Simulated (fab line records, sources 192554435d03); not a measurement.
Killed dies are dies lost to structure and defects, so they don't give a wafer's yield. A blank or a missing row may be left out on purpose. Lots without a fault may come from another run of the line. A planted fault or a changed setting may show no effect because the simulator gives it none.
Which tool did it? | flow n5_finfet | 11 lots, 32 wafers sampled, at 1 step of a route of 1938

WHAT THE GAUGES READ, wafer by wafer
N5_PASSIVATION_OVL_MEAS_63.
lot  | measured     | on         | PAD_OVL (nm)
L932 | day 12 01:08 | overlay-02 | -12 -9 -11
L931 | day 12 06:58 | overlay-01 | -6 0 -6
L938 | day 13 21:53 | overlay-01 | -19 -22 -12
L937 | day 14 10:34 | overlay-02 | -2 -4 1
L941 | day 14 13:00 | overlay-02 | -7 -10 -7
L942 | day 14 18:35 | overlay-01 | -13 -2 -10
L948 | day 15 23:46 | overlay-02 | -7 3 1
L946 | day 16 07:56 | overlay-02 | -3 -3 -9
L947 | day 16 08:19 | overlay-01 | -5 4 4
L949 | day 16 12:40 | overlay-01 | -4 2
L952 | day 17 07:11 | overlay-01 | 9 -2 5

WHICH TOOL RAN EACH LOT (tool, then ch and the chambers of the sampled wafers, then the start)
The record holds no process step before these readings.

WHAT THE TOOLS THEMSELVES READ (means of the sampled wafers that have a number; where no wafer has one, the mark that the record gives instead)
The record holds no such reading with a usual standard deviation.

THE ANSWER, worked out from the rows above alone
Rule: what is usual is taken from the lots themselves. Put in order of their means at a reading, lots are off if they are a third of the lots or fewer, leave a main group of 4 or more, and stand apart from it by a gap of 3 or more times the standard deviation of the main group's means; of several such gaps the widest counts. A main group whose means are all the same, to the digits that the tables above print for the reading, isn't used. A lot without any number at a reading at which 4 lots or more have one is off too. The other lots that the step has rows for count as sound. The gauges are gone through in route order, then the tools' own readings, and for those a lot's mean is taken as printed above. The first step at which some lot is off is used, and at that step the reading that is off furthest; a lot without a number counts as furthest.
No lot is off at any reading shown: from this, nothing can be told.

WHAT THE SIMULATOR HAD PUT IN
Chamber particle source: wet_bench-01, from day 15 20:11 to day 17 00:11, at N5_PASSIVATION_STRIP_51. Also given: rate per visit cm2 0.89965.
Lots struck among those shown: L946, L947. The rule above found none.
